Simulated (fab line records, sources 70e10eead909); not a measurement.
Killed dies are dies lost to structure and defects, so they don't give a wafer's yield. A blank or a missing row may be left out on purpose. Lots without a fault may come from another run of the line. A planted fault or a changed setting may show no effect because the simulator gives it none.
fab line records | flow nand_harc | part 2 of 2: steps 4 to 6 of 6
record lots=23 wafers=69 last_day=25
route steps=1159 shown A_STAIRCASE@629
lots that met no fault: from a run of the same line without faults
start_h: hours from the record's first day to the start of the lot's first wafer shown | wait_h: hours since the lot's step before | " the same as in the row above | L1.1+2: a row that stands for several wafers | - no value, or no start given | * or withheld: withheld | < > ~ a bound
route shown NAME@n: a module of which the file shows steps, and the number in the route of the first | usual: mean/standard deviation of fault-free wafers | same: alike in all rows | chamber/n: place in a boat | sites: the reading at each site | _std_site: their standard deviation | _edge_site: outer sites' mean less inner sites' | radius_mm: how far each site lies from the wafer's centre | mask NAME#n: copy n | behind: the tool/chamber that last shaped the wafer | hold: why the lot was held/for how many hours/how that ended | device: the transistor (n, p or np) that didn't switch | end of line: the same wafers' tests at the end of the route | a step without rows: its recipe alone | killed: dies lost to structure and defects at the first sort, not the wafer's yield | map: a wafer's dies, x killed, . not, _ none there
set.NAME: the setting as run; set.NAME@STEP: as run at that earlier step | model.NAME: the simulator's own value behind a step, which no gauge read
steps of the route over a sample of lots; a table a step, a row a wafer
services: from which hour (start_h, from the record's first day; less than 0 if before it) a tool's chamber was out of use, for how many hours, and why
## steps
# step NHARC_A_STAIRCASE_STRIP_316
# recipe o2_flow_sccm=500 ar_flow_sccm=0 bias_w=0 chemistry=O2
# usual drypump_motor_current_A=5.68/0.29 oes_product_au=0.996/0.011 rf_vpp_V=57.8/0.91 showerhead_plenum_p_Torr=3.58/0.11 throttle_valve_pct=17.036/0.0087
# columns lot.wafer tool chamber start_h wait_h drypump_motor_current_A oes_product_au rf_hours_counter_h rf_vpp_V showerhead_plenum_p_Torr throttle_valve_pct
L074.2 rie_diel-12 3 - - 5.19 0.991 20 57.2 3.71 17.033
L074.1 " 0 " " 5.62 0.983 16 58.8 3.44 17.030
L074.5 " 3 " " 5.20 0.997 - 57.7 3.71 17.044
L076.1 rie_diel-12 3 - - 5.18 1.006 21 59.0 3.71 17.043
L076.5 " 1 " " 6.01 1.003 - 57.2 3.45 17.033
L076.6 " 2 " " 5.55 0.985 - 58.9 3.76 17.038
L075.4 rie_diel-08 3 - - 6.20 0.999 53 58.2 3.66 17.025
L075.2 " 0 " " 5.24 1.010 52 57.3 3.47 17.037
L075.1 " 1 " " 5.73 0.997 48 59.6 3.72 17.049
L079.1 rie_diel-12 3 - - 5.25 0.993 24 57.6 3.71 17.038
L079.4 " 1 " " 6.00 0.996 24 57.4 3.45 17.031
L079.6 " 3 " " 5.22 0.992 - 58.4 3.71 17.031
L077.1 rie_diel-04 2 - - 6.18 0.992 62 58.8 3.55 17.034
L077.3 " 0 " " 5.57 0.996 60 56.3 3.57 17.033
L077.6 " 1 " " 5.65 0.998 - 59.3 3.63 17.041
L078.3 rie_diel-08 0 - - 5.22 1.000 55 57.9 3.47 17.023
L078.4 " 1 " " 5.71 1.004 51 58.1 3.72 17.034
L078.5 " 2 " " 5.50 0.977 - 58.2 3.70 17.043
L081.3 rie_diel-12 1 - - 6.00 0.992 32 57.0 3.45 17.014
L081.4 " 2 " " 5.56 1.000 33 59.7 3.75 17.041
L081.2 " 3 " " 5.18 0.993 31 58.5 3.70 17.046
L082.3 rie_diel-12 3 - - 5.16 0.987 32 57.2 3.70 17.037
L082.2 " 0 " " 5.65 0.995 29 57.1 3.44 17.040
L082.5 " 1 " " 6.00 1.003 - 57.6 3.45 17.033
L080.1 rie_diel-04 0 - - 5.57 0.977 2 58.5 3.57 17.039
L080.6 " 1 " " 5.65 0.988 - 58.1 3.63 17.033
L080.5 " 2 " " 6.14 1.006 - 57.0 3.55 17.032
L083.3 rie_diel-04 0 - - 5.56 0.988 4 56.1 3.57 17.037
L083.2 " 3 " " 5.76 1.011 3 58.0 3.50 17.025
L083.5 " 0 " " 5.55 0.979 - 57.5 3.57 17.038
L084.1 rie_diel-04 1 - - 5.64 1.000 5 58.3 3.62 17.033
L084.4 " 2 " " 6.16 1.002 3 58.1 3.55 17.030
L084.6 " 3 " " 5.77 1.025 - 58.5 3.50 17.023
L085.3 rie_diel-12 0 - - 5.66 0.998 41 57.5 3.43 17.031
L085.2 " 2 " " 5.55 1.000 47 57.8 3.74 17.036
L085.6 " 1 " " 6.01 0.993 - 58.3 3.44 17.048
L087.1 rie_diel-04 1 - - 5.63 0.990 15 57.4 3.62 17.029
L087.3 " 2 " " 6.20 0.989 14 58.2 3.54 17.043
L087.5 " 0 " " 5.57 0.990 - 56.9 3.56 17.044
L088.3 rie_diel-04 2 - - 6.17 1.011 14 57.4 3.54 17.043
L088.5 " 1 " " 5.63 1.007 - 58.5 3.62 17.040
L088.6 " 2 " " 6.16 1.007 - 58.9 3.54 17.032
L086.1 rie_diel-12 0 - - 5.65 0.995 46 57.7 3.43 17.019
L086.5 " 2 " " 5.60 0.992 - 57.8 3.74 17.054
L086.6 " 3 " " 5.19 0.985 - 57.2 3.69 17.031
L089.1 rie_diel-08 0 - - 5.24 1.014 19 56.2 3.46 17.043
L089.3 " 1 " " 5.71 1.009 14 57.5 3.71 17.039
L089.6 " 0 " " 5.21 1.012 - 56.8 3.46 17.038
L093.4 rie_diel-12 3 - - 5.23 0.985 56 59.7 3.69 17.022
L093.6 " 3 " " 5.25 0.975 - 58.3 3.69 17.039
L093.5 " 0 " " 5.66 0.996 - 56.0 3.42 17.031
L091.4 rie_diel-12 2 - - 5.56 0.988 57 58.0 3.74 17.042
L091.1 " 3 " " 5.14 0.990 56 58.6 3.69 17.037
L091.3 " 0 " " 5.64 0.997 54 57.5 3.42 17.035
L090.2 rie_diel-04 3 - - 5.78 1.026 24 57.4 3.49 17.059
L090.1 " 1 " " 5.70 0.995 24 58.2 3.61 17.051
L090.6 " 3 " " 5.78 1.013 - 57.2 3.49 17.027
L095.1 rie_diel-08 1 - - 5.71 1.011 25 59.1 3.70 17.050
L095.4 " 2 " " 5.51 0.993 24 59.2 3.69 17.053
L095.2 " 3 " " 6.19 1.004 30 58.7 3.64 17.032
L094.3 rie_diel-04 0 - - 5.56 0.974 33 58.2 3.55 17.050
L094.4 " 1 " " 5.62 0.992 30 59.2 3.61 17.050
L094.5 " 0 " " 5.57 0.985 - 58.4 3.55 17.040
L097.1 rie_diel-12 1 - - 6.01 0.991 5 57.9 3.43 17.032
L097.6 " 0 " " 5.65 1.003 - 57.9 3.42 17.038
L097.5 " 1 " " 6.00 0.993 - 58.1 3.43 17.038
L096.3 rie_diel-08 1 - - 5.69 1.002 34 57.9 3.70 17.038
L096.5 " 1 " " 5.71 0.992 - 59.4 3.70 17.037
L096.6 " 2 " " 5.52 0.986 - 57.8 3.68 17.041
# step NHARC_A_STAIRCASE_ALD_420
# recipe target_thk_a=200 pulse_time_s=6 ald_cycles=200 temp_c=300 material=SiO2
# usual heater_power_outer_w=263/26 heater_power_w=459/39 precursor_pulse_height_rel=1.003/0.019
# columns lot.wafer tool chamber start_h wait_h heater_power_outer_w heater_power_w precursor_pulse_height_rel
L074.1 ald_hk-04 0 276.56 - 252 487 1.035
L074.2 " 1 " " 243 438 1.015
L074.5 " 2 " " 231 415 1.011
L075.1 ald_hk-01 2 283.31 - 238 417 1.026
L075.2 " 3 " " 319 519 1.009
L075.4 " 0 " " 227 408 1.019
L076.1 ald_hk-03 1 283.62 - 266 443 0.997
L076.6 " 2 " " 241 430 0.991
L076.5 " 3 " " 249 461 1.022
L077.1 ald_hk-04 3 289.30 - 266 459 1.007
L077.3 " 0 " " 257 472 0.992
L077.6 " 3 " " 280 450 0.988
L079.4 ald_hk-03 1 289.45 - 265 434 0.984
L079.1 " 2 " " 246 426 1.039
L079.6 " 3 " " 259 454 1.019
L078.4 ald_hk-01 0 296.96 - 227 405 1.007
L078.3 " 1 " " 286 520 1.029
L078.5 " 0 " " 230 417 0.998
L081.3 ald_hk-03 2 305.79 - 244 418 1.002
L081.2 " 0 " " 283 497 0.974
L081.4 " 1 " " 271 453 1.010
L082.2 ald_hk-01 0 310.81 - 223 400 1.001
L082.3 " 1 " " 278 516 1.000
L082.5 " 3 " " 319 541 1.009
L080.1 ald_hk-01 3 315.70 - 329 523 0.972
L080.5 " 0 " " 223 407 1.009
L080.6 " 1 " " 282 508 0.982
L083.3 ald_hk-04 1 322.40 - 246 446 0.991
L083.2 " 3 " " 270 468 0.999
L083.5 " 0 " " 253 479 0.996
L084.4 ald_hk-04 3 323.20 - 276 462 0.999
L084.1 " 0 " " 251 461 1.010
L084.6 " 3 " " 268 453 1.033
L085.3 ald_hk-03 2 347.72 - 271 448 1.012
L085.2 " 3 " " 270 503 1.026
L085.6 " 3 " " 270 510 1.004
L087.3 ald_hk-03 3 351.47 - 270 504 1.006
L087.1 " 0 " " 295 500 1.046
L087.5 " 3 " " 279 495 0.990
L088.3 ald_hk-04 3 351.80 - 280 467 1.008
L088.6 " 0 " " 249 467 0.983
L088.5 " 1 " " 246 446 1.028
L089.1 ald_hk-01 2 356.67 - 244 426 0.991
L089.3 " 0 " " 224 402 0.986
L089.6 " 2 " " 243 415 0.995
L086.1 ald_hk-04 2 357.00 - 239 421 1.006
L086.5 " 0 " " 255 472 1.007
L086.6 " 1 " " 247 447 0.979
L090.2 ald_hk-01 3 374.28 - 321 535 1.005
L090.1 " 0 " " 227 402 1.065
L090.6 " 0 " " 230 407 1.020
L093.4 ald_hk-04 2 376.19 - 239 425 0.976
L093.6 " 3 " " 264 465 1.025
L093.5 " 0 " " 245 466 1.007
L091.3 ald_hk-04 2 376.81 - 241 408 1.020
L091.4 " 3 " " 260 456 0.995
L091.1 " 0 " " 248 461 1.000
L095.1 ald_hk-03 3 391.99 - 279 504 1.002
L095.2 " 1 " " 264 443 1.019
L095.4 " 2 " " 266 444 1.018
L094.3 ald_hk-01 0 392.15 - 228 402 1.016
L094.4 " 2 " " 238 418 1.007
L094.5 " 3 " " 325 516 1.005
L097.1 ald_hk-03 3 407.41 - 270 498 1.029
L097.6 " 3 " " 268 489 1.002
L097.5 " 0 " " 294 489 0.993
L096.3 ald_hk-04 1 407.74 - 253 448 1.021
L096.5 " 3 " " 272 457 1.011
L096.6 " 0 " " 250 464 1.006
# step NHARC_A_STAIRCASE_DEP_322
# recipe target_thk_a=38000 temp_c=400 target_thk_nm=3800 teos_flow_sccm=200 rf_w=500 material=SiO2
# usual heater_power_outer_w=376/53 heater_power_w=659/83
# columns lot.wafer tool chamber start_h wait_h heater_power_outer_w heater_power_w
L074.1 pecvd-01 1 292.46 0.2 451 768
L074.2 " 2 " " 410 741
L074.5 " 0 " " 327 543
L075.2 pecvd-01 1 298.53 0.1 445 773
L075.1 " 2 " " 442 743
L075.4 " 0 " " 318 543
L076.1 pecvd-04 0 298.83 0.4 436 770
L076.6 " 0 " " 361 678
L076.5 " 1 " " 405 629
L079.1 pecvd-03 1 305.46 0.2 456 761
L079.4 " 0 " " 278 505
L079.6 " 1 " " 351 637
L077.1 pecvd-01 2 305.47 0.2 345 634
L077.3 " 0 " " 358 582
L077.6 " 0 " " 337 539
L078.3 pecvd-01 2 312.56 0.3 414 722
L078.5 " 1 " " 339 626
L078.4 " 2 " " 338 618
L082.3 pecvd-04 0 325.98 0.1 453 796
L082.2 " 1 " " 505 801
L082.5 " 2 " " 302 544
L081.2 pecvd-03 2 326.06 0.2 451 839
L081.3 " 0 " " 388 634
L081.4 " 2 " " 371 675
L080.1 pecvd-01 1 331.01 0.5 401 713
L080.5 " 0 " " 321 546
L080.6 " 1 " " 339 628
L083.2 pecvd-04 1 340.83 0.1 503 806
L083.3 " 2 " " 334 608
L083.5 " 1 " " 386 651
L084.1 pecvd-01 2 341.03 0.3 439 776
L084.4 " 0 " " 327 553
L084.6 " 2 " " 325 613
L085.3 pecvd-04 0 363.24 0.2 400 735
L085.2 " 1 " " 471 752
L085.6 " 1 " " 386 637
L088.3 pecvd-03 1 366.91 0.3 415 710
L088.5 " 0 " " 287 518
L088.6 " 1 " " 352 648
L087.3 pecvd-01 1 366.97 0.3 441 746
L087.1 " 2 " " 329 623
L087.5 " 2 " " 328 606
L086.1 pecvd-01 0 372.93 0.1 424 665
L086.5 " 0 " " 331 547
L086.6 " 1 " " 339 628
L089.1 pecvd-03 1 372.99 0.1 457 751
L089.3 " 0 " " 366 624
L089.6 " 1 " " 345 622
L090.2 pecvd-03 1 390.45 0.2 430 755
L090.1 " 0 " " 367 624
L090.6 " 2 " " 370 693
L091.1 pecvd-01 2 390.62 0.3 432 763
L091.3 " 0 " " 359 578
L091.4 " 0 " " 330 554
L093.6 pecvd-03 2 391.30 1.0 370 693
L093.4 " 0 " " 291 521
L093.5 " 1 " " 350 628
L095.1 pecvd-03 0 423.08 0.1 292 522
L095.2 " 1 " " 425 722
L095.4 " 0 " " 286 514
L094.3 pecvd-04 0 423.27 0.3 481 809
L094.5 " 1 " " 350 608
L094.4 " 0 " " 382 693
L097.1 pecvd-03 0 423.64 0.6 369 634
L097.6 " 0 " " 294 518
L097.5 " 1 " " 349 609
L096.3 pecvd-04 0 423.84 0.8 487 842
L096.5 " 2 " " 315 572
L096.6 " 0 " " 375 689
## services
# columns tool chamber start_h hours kind
rie_diel-12 1 235.84 2.4 repair
rie_diel-12 0 235.94 - clean
rie_diel-12 2 235.94 - clean
rie_diel-12 3 235.94 - clean
pecvd-01 - 237.61 13.0 pm
pecvd-03 0 244.96 4.7 repair
rie_diel-12 0 245.72 8.6 repair
rie_diel-12 0 260.44 - clean
pecvd-03 1 260.67 5.3 repair
pecvd-04 - 281.95 1.7 repair
pecvd-03 - 282.53 3.5 repair
rie_diel-04 - 288.92 9.0 pm
pecvd-03 - 292.28 13.0 pm
rie_diel-08 - 301.86 9.0 pm
pecvd-04 - 303.95 0.9 repair
pecvd-04 2 308.11 5.9 repair
rie_diel-08 - 312.16 1.9 repair
ald_hk-01 - 319.77 6.8 repair
pecvd-04 1 327.35 8.2 repair
rie_diel-08 1 338.56 8.3 repair
pecvd-04 - 376.18 13.0 pm
ald_hk-01 - 406.00 10.0 pm
rie_diel-08 - 412.46 2.5 repair
pecvd-01 - 418.61 13.0 pm
